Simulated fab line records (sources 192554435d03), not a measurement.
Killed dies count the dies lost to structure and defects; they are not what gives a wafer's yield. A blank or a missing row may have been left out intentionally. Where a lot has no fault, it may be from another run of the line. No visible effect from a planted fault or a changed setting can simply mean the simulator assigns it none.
Chamber matching	flow n5 finfet	N5_FIN_SAQP_ETCH_64 on rie si-05: 4 sister chambers
The step etches SiO2 in CF4, target depth 1.5 nm. 4 wafers are shown with their chamber, then 12 later ones without.

EACH WAFER AND ITS CHAMBER
wafer	chamber	drypump motor current A (A)
L088.4	0	6.0
L090.1	2	6.1
L090.3	3	6.1
L090.4	1	6.8

WAFERS WITHOUT THEIR CHAMBER
wafer	drypump motor current A (A)
L091.2	6.8
L091.5	6.1
L091.6	6.8
L092.1	6.1
L092.2	6.1
L092.4	6.0
L093.1	6.0
L093.3	6.1
L093.4	6.9
L095.3	6.0
L095.4	6.1
L095.6	6.1

CHAMBER TAKEN BY EACH
wafer	from the rows above	in truth
L091.2	1	1
L091.5	can't be placed: 2 or 3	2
L091.6	1	1
L092.1	can't be placed: 2 or 3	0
L092.2	can't be placed: 2 or 3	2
L092.4	0	0
L093.1	0	0
L093.3	can't be placed: 2 or 3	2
L093.4	1	1
L095.3	0	0
L095.4	can't be placed: 2 or 3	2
L095.6	can't be placed: 2 or 3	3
Placed correctly: 6 of 12. These rows do not allow placing 6 (true chamber among the candidates in 5). Number placed wrongly: 0.
How it was worked out, from the rows above alone: a wafer's distance from a chamber is the root of the sum, over the readings, of the square of ((its reading less the chamber's mean) divided by the reading's scatter). If the next closest chamber is less than 2 further off than the closest, the wafer can't be placed; otherwise it belongs to the closest. The mean given for a chamber averages the wafers shown for that chamber. The scatter: root of mean squared gap, hidden wafer to nearest shown wafer, with one shown wafer a chamber.
